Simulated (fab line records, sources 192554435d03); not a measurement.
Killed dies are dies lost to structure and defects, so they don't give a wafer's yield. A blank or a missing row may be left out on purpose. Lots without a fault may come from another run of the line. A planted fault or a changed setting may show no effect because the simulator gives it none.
fab line records | flow n5_finfet
record lots=7 wafers=21
route steps=1938 shown ZERO_LAYER@9 WELL_APT@21 FIN_SAQP@108 FIN_CUT@155 SD_EPI_N@263
start_h: hours from the record's first day to the start of the lot's first wafer shown | wait_h: hours since the lot's step before | " the same as in the row above | L1.1+2: a row that stands for several wafers | - no value, or no start given | * or withheld: withheld | < > ~ a bound
route shown NAME@n: a module of which the file shows steps, and the number in the route of the first | usual: mean/standard deviation of fault-free wafers | same: alike in all rows | chamber/n: place in a boat | sites: the reading at each site | _std_site: their standard deviation | _edge_site: outer sites' mean less inner sites' | radius_mm: how far each site lies from the wafer's centre | mask NAME#n: copy n | behind: the tool/chamber that last shaped the wafer | hold: why the lot was held/for how many hours/how that ended | device: the transistor (n, p or np) that didn't switch | end of line: the same wafers' tests at the end of the route | a step without rows: its recipe alone | killed: dies lost to structure and defects at the first sort, not the wafer's yield | map: a wafer's dies, x killed, . not, _ none there
set.NAME: the setting as run; set.NAME@STEP: as run at that earlier step | model.NAME: the simulator's own value behind a step, which no gauge read
lots whose settings were changed on purpose; a table a step, a row a wafer
## steps
# step N5_ZERO_LAYER_EXPOSE_08
# recipe mask_id=ZERO na=0.55 source_shape=conventional sigma_outer=0.8 polarization=unpolarized defocus_nm=0 target_cd_nm=2000 dose_mj=16.2
# columns lot.wafer tool chamber start_h wait_h mask set.dose_mj
L075.1 krf_scanner-02 0 18.46 - ZERO#0 15.79
L075.3+5 " 0 " " ZERO#0 16.2
L076.1+2+4 krf_scanner-02 0 24.48 - ZERO#0 16.2
L079.1 krf_scanner-02 0 42.59 - ZERO#0 15.11
L079.2+4 " 0 " " ZERO#0 16.2
L084.4 krf_scanner-01 0 72.61 - ZERO#0 15.1
L084.5+6 " 0 " " ZERO#0 16.2
L088.1+4 krf_scanner-01 0 96.46 - ZERO#0 16.2
L088.2 " 0 " " ZERO#0 16.65
L094.1+5 krf_scanner-01 0 132.59 - ZERO#0 16.2
L094.6 " 0 " " ZERO#0 17.19
L096.1+4+6 krf_scanner-02 0 144.47 - ZERO#0 16.2
# step N5_ZERO_LAYER_PEB_09
# recipe peb_temp_c=withheld peb_time_s=*
# step N5_ZERO_LAYER_DEVELOP_10
# recipe develop_time_s=60 rinse_liquid=diw dry=air_spin dev_temp_c=21
# step N5_ZERO_LAYER_HARDBAKE_23
# recipe temp_c=130 time_s=120
# step N5_ZERO_LAYER_CD_MEAS_11
# recipe target_cd_nm=2000 landing_energy_ev=500 detector=se_inlens
# usual cd_nm=2000.7/2.4
# columns lot.wafer tool chamber start_h wait_h set.dose_mj@ZERO_LAYER_EXPOSE_08 cd_nm
L075.1 cd_sem-03 0 18.64 - 15.79 1997.4
L075.3 " 0 " " 16.2 2000.2
L075.5 " 0 " " 16.2 2000.2
L076.1 cd_sem-03 0 24.66 - 16.2 1999.3
L076.2 " 0 " " 16.2 2002.3
L076.4 " 0 " " 16.2 2001.4
L079.1 cd_sem-02 0 42.77 - 15.11 1982.7
L079.2 " 0 " " 16.2 1998.1
L079.4 " 0 " " 16.2 1996.4
L084.4 cd_sem-02 0 72.77 - 15.1 1986.6
L084.5 " 0 " " 16.2 1997.9
L084.6 " 0 " " 16.2 1997.4
L088.1 cd_sem-01 0 96.64 - 16.2 2000.7
L088.2 " 0 " " 16.65 2004.4
L088.4 " 0 " " 16.2 2003.5
L094.1 cd_sem-01 0 132.77 - 16.2 2003.9
L094.5 " 0 " " 16.2 2005.2
L094.6 " 0 " " 17.19 2012.5
L096.1 cd_sem-03 0 144.64 - 16.2 2001.5
L096.4 " 0 " " 16.2 2001.0
L096.6 " 0 " " 16.2 1999.7
# step N5_ZERO_LAYER_DESCUM_16
# recipe chemistry=O2 time_s=7.9 source_power_w=50 bias_power_w=20 pressure_mtorr=20 rf_frequency_hz=2.712e+07 temp_c=40 o2_flow_sccm=225
# columns lot.wafer tool chamber start_h wait_h set.dose_mj@ZERO_LAYER_EXPOSE_08 model.ZERO_LAYER.cd_nm
L075.1 rie_diel-05 3 18.70 0.1 15.79 -
L075.3+5 " 2,0 " " 16.2 2000
L076.1 rie_diel-01 2 24.70 0.0 16.2 2000
L076.2 " 3 " " 16.2 2002
L076.4 " 0 " " 16.2 2001
L079.1 rie_diel-05 1 43.00 0.2 15.11 1983
L079.2 " 2 " " 16.2 1998
L079.4 " 0 " " 16.2 1997
L084.4 rie_diel-01 3 73.42 0.6 15.1 1987
L084.5 " 3 " " 16.2 1998
L084.6 " 0 " " 16.2 1997
L088.1 rie_diel-03 1 96.68 0.0 16.2 2001
L088.2 " 2 " " 16.65 2005
L088.4 " 3 " " 16.2 2003
L094.1 rie_diel-05 0 132.81 0.0 16.2 2004
L094.5 " 1 " " 16.2 2005
L094.6 " 2 " " 17.19 2013
L096.1 rie_diel-03 0 144.68 0.0 16.2 2002
L096.4 " 3 " " 16.2 2001
L096.6 " 3 " " 16.2 2000
# step N5_ZERO_LAYER_ETCH_17
# recipe chemistry=CF4 target=SiO2 target_depth_a=120 time_s=13.3 ion_energy_ev=350 pressure_mtorr=40 source_w=450 bias_w=215 Ar_flow_sccm=100 cf4_flow_sccm=100
# columns lot.wafer tool chamber start_h wait_h set.dose_mj@ZERO_LAYER_EXPOSE_08 model.ZERO_LAYER.cd_nm
L075.1 rie_diel-05 3 18.74 0.0 15.79 1997
L075.3 " 2 " " 16.2 2000
L075.5 " 0 " " 16.2 2001
L076.1 rie_diel-01 2 24.73 0.0 16.2 2000
L076.2 " 3 " " 16.2 2002
L076.4 " 0 " " 16.2 2001
L079.1 rie_diel-05 1 43.03 0.0 15.11 1983
L079.2 " 2 " " 16.2 1998
L079.4 " 0 " " 16.2 1997
L084.4 rie_diel-01 3 73.45 0.0 15.1 1987
L084.5 " 3 " " 16.2 1998
L084.6 " 0 " " 16.2 1997
L088.1 rie_diel-03 1 96.71 0.0 16.2 2001
L088.2 " 2 " " 16.65 2005
L088.4 " 3 " " 16.2 2003
L094.1 rie_diel-05 0 132.84 0.0 16.2 2004
L094.5 " 1 " " 16.2 2006
L094.6 " 2 " " 17.19 2013
L096.1 rie_diel-03 0 144.72 0.0 16.2 2002
L096.4 " 3 " " 16.2 2001
L096.6 " 3 " " 16.2 2000
# step N5_WELL_APT_COAT_02
# recipe spin_rpm=1357 resist_thk_nm=950
# columns lot.wafer tool chamber start_h wait_h set.spin_rpm model.coat_of_WELL_APT_COAT_02.thk_nm
L075.1 litho_track-03 0 - - 1294 977.8
L075.3 " 0 " " 1294 976.2
L075.5 " 0 " " 1357 954.2
L076.1 litho_track-04 0 - - 1357 953.1
L076.2 " 0 " " 1357 953.8
L076.4 " 0 " " 1357 951.4
L079.1 litho_track-05 0 - - 1357 949.8
L079.2 " 0 " " 1357 948.1
L079.4 " 0 " " 1357 950.8
L084.4 litho_track-05 0 - - 1496 905.6
L084.5 " 0 " " 1496 904.6
L084.6 " 0 " " 1357 951.1
L088.1 litho_track-04 0 - - 1357 950.8
L088.2 " 0 " " 1357 948.7
L088.4 " 0 " " 1218 1001
L094.1 litho_track-03 0 - - 1433 929.6
L094.5 " 0 " " 1357 956.4
L094.6 " 0 " " 1433 929.4
L096.1 litho_track-04 0 - - 1476 910.9
L096.4 " 0 " " 1357 951.9
L096.6 " 0 " " 1476 910.3
# step N5_WELL_APT_EXPOSE_22
# recipe mask_id=PWELL na=0.8 source_shape=conventional sigma_outer=0.8 polarization=unpolarized defocus_nm=0 target_cd_nm=200 dose_mj=23.2
# columns lot.wafer tool chamber start_h wait_h mask set.dose_mj
L075.1+3+5 krf_scanner-02 0 20.61 - PWELL#0 23.2
L076.1+2+4 krf_scanner-02 0 26.63 - PWELL#0 23.2
L079.1+2+4 krf_scanner-02 0 44.82 - PWELL#0 23.2
L084.4+6 krf_scanner-02 0 75.27 - PWELL#0 23.2
L084.5 " 0 " " PWELL#0 21.68
L088.1+2 krf_scanner-02 0 98.55 - PWELL#0 21.87
L088.4 " 0 " " PWELL#0 23.2
L094.1+5+6 krf_scanner-02 0 134.67 - PWELL#0 23.2
L096.1+6 krf_scanner-01 0 146.77 - PWELL#0 24.37
L096.4 " 0 " " PWELL#0 23.2
# step N5_WELL_APT_DEVELOP_24
# recipe develop_time_s=45 rinse_liquid=surfactant_rinse dry=air_spin dev_temp_c=21
# columns lot.wafer tool chamber start_h wait_h set.develop_time_s
L075.1+3+5 litho_track-04 0 - - 45
L076.1+2+4 litho_track-03 0 - - 45
L079.1+2+4 litho_track-04 0 - - 45
L084.4+5 litho_track-05 0 - - 45
L084.6 " 0 " " 50.39
L088.1+2+4 litho_track-04 0 - - 45
L094.1 litho_track-04 0 - - 50.5
L094.5+6 " 0 " " 45
L096.1+4+6 litho_track-05 0 - - 45
# step N5_WELL_APT_HARDBAKE_29
# recipe temp_c=130 time_s=120
# step N5_WELL_APT_CD_MEAS_25
# recipe target_cd_nm=200 landing_energy_ev=500 detector=se_inlens
# usual cd_nm=200.1/1.7
# columns lot.wafer tool chamber start_h wait_h set.dose_mj@WELL_APT_EXPOSE_22 cd_nm
L075.1 cd_sem-01 0 20.78 - 23.2 202.1
L075.3 " 0 " " 23.2 199.5
L075.5 " 0 " " 23.2 197.8
L076.1 cd_sem-03 0 26.81 - 23.2 199.3
L076.2 " 0 " " 23.2 200.7
L076.4 " 0 " " 23.2 199.9
L079.1 cd_sem-03 0 44.99 - 23.2 200.5
L079.2 " 0 " " 23.2 198.8
L079.4 " 0 " " 23.2 202.0
L084.4 cd_sem-02 0 75.43 - 23.2 198.9
L084.5 " 0 " " 21.68 185.8
L084.6 " 0 " " 23.2 198.0
L088.1 cd_sem-02 0 98.72 - 21.87 190.5
L088.2 " 0 " " 21.87 187.3
L088.4 " 0 " " 23.2 201.3
L094.1 cd_sem-01 0 134.84 - 23.2 201.2
L094.5 " 0 " " 23.2 201.3
L094.6 " 0 " " 23.2 203.2
L096.1 cd_sem-03 0 146.94 - 24.37 211.3
L096.4 " 0 " " 23.2 198.3
L096.6 " 0 " " 24.37 211.0
# step N5_WELL_APT_DESCUM_30
# recipe chemistry=O2 time_s=7.9 source_power_w=50 bias_power_w=20 pressure_mtorr=20 rf_frequency_hz=2.712e+07 temp_c=40 o2_flow_sccm=225
# columns lot.wafer tool chamber start_h wait_h set.dose_mj@WELL_APT_EXPOSE_22 model.WELL_APT.cd_nm
L075.1 rie_diel-02 2 20.87 0.0 23.2 202.2
L075.3 " 0 " " 23.2 199.6
L075.5 " 1 " " 23.2 197.7
L076.1 rie_diel-06 0 26.89 0.0 23.2 199.2
L076.2 " 2 " " 23.2 200.7
L076.4 " 3 " " 23.2 200
L079.1 rie_diel-06 3 45.08 0.0 23.2 200.5
L079.2 " 1 " " 23.2 198.7
L079.4 " 2 " " 23.2 202.1
L084.4 rie_diel-02 2 75.51 0.0 23.2 199
L084.5 " 0 " " 21.68 185.8
L084.6 " 3 " " 23.2 197.9
L088.1 rie_diel-06 3 98.87 0.1 21.87 190.7
L088.2 " 1 " " 21.87 187.6
L088.4 " 1 " " 23.2 202
L094.1 rie_diel-02 0 134.93 0.0 23.2 201
L094.5 " 1 " " 23.2 201.3
L094.6 " 2 " " 23.2 203.3
L096.1 rie_diel-02 2 147.03 0.0 24.37 211.2
L096.4 " 3 " " 23.2 198.3
L096.6 " 1 " " 24.37 210.9
# step N5_FIN_SAQP_EXPOSE_13
# recipe mask_id=FIN_CORE na=1.35 source_shape=dipole sigma_inner=0.538 sigma_outer=0.738 polarization=te target_cd_nm=35.6 dose_mj=63.25
# columns lot.wafer tool chamber start_h wait_h mask set.dose_mj
L075.1+3+5 arfi_scanner-01 0 27.38 - FIN_CORE#0 63.25
L076.1+2+4 arfi_scanner-03 0 33.35 - FIN_CORE#0 63.25
L079.1+2 arfi_scanner-01 0 51.75 - FIN_CORE#0 63.25
L079.4 " 0 " " FIN_CORE#0 60.93
L084.4+6 arfi_scanner-01 0 81.85 - FIN_CORE#0 65.58
L084.5 " 0 " " FIN_CORE#0 63.25
L088.1 arfi_scanner-03 0 105.74 - FIN_CORE#0 61.85
L088.2+4 " 0 " " FIN_CORE#0 63.25
L094.1+5 arfi_scanner-03 0 141.47 - FIN_CORE#0 66.3
L094.6 " 0 " " FIN_CORE#0 63.25
L096.1 arfi_scanner-02 0 153.22 - FIN_CORE#0 63.25
L096.4+6 " 0 " " FIN_CORE#0 60.72
# step N5_FIN_SAQP_PEB_14
# recipe peb_temp_c=withheld peb_time_s=60 resist=CAR-ArF
# step N5_FIN_SAQP_DEVELOP_15
# recipe develop_time_s=30 developer=TMAH resist=CAR-ArF dev_temp_c=23 rinse_liquid=diw dry=air_spin
# step N5_FIN_SAQP_CD_MEAS_16
# recipe target_cd_nm=35.6 landing_energy_ev=500 detector=se_inlens
# usual cd_nm=35.5/0.3
# columns lot.wafer tool chamber start_h wait_h set.dose_mj@FIN_SAQP_EXPOSE_13 cd_nm
L075.1 cd_sem-03 0 27.51 - 63.25 35.3
L075.3 " 0 " " 63.25 35.3
L075.5 " 0 " " 63.25 34.9
L076.1 cd_sem-01 0 33.48 - 63.25 35.9
L076.2 " 0 " " 63.25 35.6
L076.4 " 0 " " 63.25 36.0
L079.1 cd_sem-03 0 51.88 - 63.25 35.6
L079.2 " 0 " " 63.25 35.7
L079.4 " 0 " " 60.93 36.5
L084.4 cd_sem-03 0 81.96 - 65.58 34.2
L084.5 " 0 " " 63.25 35.1
L084.6 " 0 " " 65.58 34.0
L088.1 cd_sem-03 0 105.87 - 61.85 36.1
L088.2 " 0 " " 63.25 35.3
L088.4 " 0 " " 63.25 35.0
L094.1 cd_sem-01 0 141.59 - 66.3 33.4
L094.5 " 0 " " 66.3 33.9
L094.6 " 0 " " 63.25 34.9
L096.1 cd_sem-03 0 153.35 - 63.25 35.3
L096.4 " 0 " " 60.72 36.7
L096.6 " 0 " " 60.72 36.6
# step N5_FIN_CUT_COAT_19
# recipe resist=SiARC temp_c=220 time_s=60 spin_rpm=1500 resist_thk_nm=20
# columns lot.wafer tool chamber start_h wait_h set.spin_rpm model.SiARC_of_FIN_CUT_COAT_19.thk_nm
L075.1 litho_track-04 0 - - 1500 20.2
L075.3 " 0 " " 1605 19.4
L075.5 " 0 " " 1500 20
L076.1 litho_track-04 0 - - 1500 20
L076.2+4 " 0 " " 1500 20.2
L079.1+2 litho_track-01 0 - - 1391 20.8
L079.4 " 0 " " 1500 20
L084.4 litho_track-01 0 - - 1354 21.2
L084.5+6 " 0 " " 1500 20.2
L088.1+2+4 litho_track-01 0 - - 1500 20
L094.1 litho_track-05 0 - - 1650 19
L094.5+6 " 0 " " 1500 20
L096.1+4+6 litho_track-01 0 - - 1500 20
# step N5_FIN_CUT_COAT_29
# recipe resist=underlayer temp_c=205 time_s=60 spin_rpm=1500 resist_thk_nm=10
# step N5_FIN_CUT_COAT_02
# recipe resist=CAR-EUV spin_rpm=1500 resist_thk_nm=30
# step N5_FIN_CUT_DESCUM_13
# recipe chemistry=O2 time_s=7 source_power_w=50 bias_power_w=20 pressure_mtorr=20 rf_frequency_hz=2.712e+07 temp_c=40 resist=CAR-EUV o2_flow_sccm=225
# step N5_FIN_CUT_ETCH_30
# recipe chemistry=N2/H2 target=underlayer target_depth_a=130 mask_material=CAR-EUV time_s=10.4 ion_energy_ev=200 pressure_mtorr=30 source_w=840 bias_w=150 n2_flow_sccm=200 h2_flow_sccm=200 ends=cleared
# step N5_FIN_CUT_ETCH_20
# recipe chemistry=CF4 target=SiARC target_depth_a=260 mask_material=CAR-EUV time_s=43.3 ion_energy_ev=80 pressure_mtorr=40 source_w=545 bias_w=36 Ar_flow_sccm=100 cf4_flow_sccm=100 ends=cleared
# columns lot.wafer tool chamber start_h wait_h set.spin_rpm@FIN_CUT_COAT_19 model.etch.depth_nm
L075.1 rie_diel-01 3 33.26 0.0 1500 20.12
L075.3 " 2 " " 1605 19.42
L075.5 " 2 " " 1500 19.98
L076.1 rie_diel-01 1 38.70 0.0 1500 20.04
L076.2+4 " 0,2 " " 1500 20.13
L079.1 rie_diel-03 3 56.88 0.0 1391 20.87
L079.2 " 0 " " 1391 20.89
L079.4 " 1 " " 1500 20.08
L084.4 rie_diel-05 3 87.25 0.0 1354 21.17
L084.5 " 1 " " 1500 20.1
L084.6 " 2 " " 1500 20.17
L088.1+2 rie_diel-05 0,1 110.93 0.0 1500 20.09
L088.4 " 1 " " 1500 20.08
L094.1 rie_diel-01 0 146.91 0.0 1650 19.02
L094.5 " 0 " " 1500 20
L094.6 " 3 " " 1500 19.96
L096.1+4 rie_diel-01 2,3 158.64 0.0 1500 20.05
L096.6 " 2 " " 1500 20.07
# step N5_FIN_CUT_ETCH_21
# recipe chemistry=N2/H2 target=SOC target_depth_a=2190 overetch_a=438 mask_material=SiARC temp_c=40 ion_energy_ev=100 bias_w=61 time_s=523.5 pressure_mtorr=30 source_w=850 n2_flow_sccm=200 h2_flow_sccm=200
# columns lot.wafer tool chamber start_h wait_h set.spin_rpm@FIN_CUT_COAT_19 model.SiARC_of_FIN_CUT_COAT_19.thk_nm
L075.1+5 rie_diel-01 3,2 33.30 0.0 1500 12
L075.3 " 2 " " 1605 11.4
L076.1 rie_diel-01 1 38.73 0.0 1500 11.6
L076.2 " 0 " " 1500 12
L076.4 " 2 " " 1500 12.2
L079.1 rie_diel-03 3 56.92 0.0 1391 12.8
L079.2 " 0 " " 1391 13
L079.4 " 1 " " 1500 12
L084.4 rie_diel-05 3 87.29 0.0 1354 13
L084.5 " 1 " " 1500 12
L084.6 " 2 " " 1500 11.8
L088.1 rie_diel-05 0 110.96 0.0 1500 11.8
L088.2+4 " 1 " " 1500 12
L094.1 rie_diel-01 0 146.95 0.0 1650 10.8
L094.5+6 " 0,3 " " 1500 11.8
L096.1+4+6 rie_diel-01 2,3,2 158.68 0.0 1500 12
# step N5_SD_EPI_N_COAT_33
# recipe resist=SiARC temp_c=220 time_s=60 spin_rpm=1500 resist_thk_nm=35
# columns lot.wafer tool chamber start_h wait_h set.spin_rpm model.SiARC_of_SD_EPI_N_COAT_33.thk_nm
L075.1 litho_track-04 0 - - 1500 35
L075.3 " 0 " " 1407 36.2
L075.5 " 0 " " 1500 35.2
L076.1+2+4 litho_track-05 0 - - 1500 35
L079.1+2 litho_track-05 0 - - 1376 36.4
L079.4 " 0 " " 1500 34.8
L084.4+5+6 litho_track-03 0 - - 1500 35
L088.1 litho_track-04 0 - - 1603 34.2
L088.2 " 0 " " 1500 35
L088.4 " 0 " " 1603 34
L094.1+6 litho_track-05 0 - - 1668 33.2
L094.5 " 0 " " 1500 35.2
L096.1+4 litho_track-05 0 - - 1556 34.4
L096.6 " 0 " " 1556 34.2
## key
split step=N5_ZERO_LAYER_EXPOSE_08 setting=dose_mj stated=16.2 by=wafer
response step=N5_ZERO_LAYER_CD_MEAS_11 reading=cd_nm change=+1.64 per=1% r=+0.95
response step=N5_ZERO_LAYER_DESCUM_16 reading=model.ZERO_LAYER.cd_nm change=+1.66 per=1% r=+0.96
response step=N5_ZERO_LAYER_ETCH_17 reading=model.ZERO_LAYER.cd_nm change=+1.65 per=1% r=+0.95
split step=N5_WELL_APT_COAT_02 setting=spin_rpm stated=1357 by=wafer
response step=N5_WELL_APT_COAT_02 reading=model.coat_of_WELL_APT_COAT_02.thk_nm change=-4.74 per=1% r=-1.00
split step=N5_WELL_APT_EXPOSE_22 setting=dose_mj stated=23.2 by=wafer
response step=N5_WELL_APT_CD_MEAS_25 reading=cd_nm change=+2.17 per=1% r=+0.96
response step=N5_WELL_APT_DESCUM_30 reading=model.WELL_APT.cd_nm change=+2.18 per=1% r=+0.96
split step=N5_WELL_APT_DEVELOP_24 setting=develop_time_s stated=45 by=wafer
response none clear
split step=N5_FIN_SAQP_EXPOSE_13 setting=dose_mj stated=63.25 by=wafer
response step=N5_FIN_SAQP_CD_MEAS_16 reading=cd_nm change=-0.281 per=1% r=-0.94
split step=N5_FIN_CUT_COAT_19 setting=spin_rpm stated=1500 by=wafer
response step=N5_FIN_CUT_COAT_19 reading=model.SiARC_of_FIN_CUT_COAT_19.thk_nm change=-0.103 per=1% r=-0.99
response step=N5_FIN_CUT_ETCH_20 reading=model.etch.depth_nm change=-0.101 per=1% r=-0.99
response step=N5_FIN_CUT_ETCH_21 reading=model.SiARC_of_FIN_CUT_COAT_19.thk_nm change=-0.106 per=1% r=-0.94
split step=N5_SD_EPI_N_COAT_33 setting=spin_rpm stated=1500 by=wafer
response step=N5_SD_EPI_N_COAT_33 reading=model.SiARC_of_SD_EPI_N_COAT_33.thk_nm change=-0.174 per=1% r=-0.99
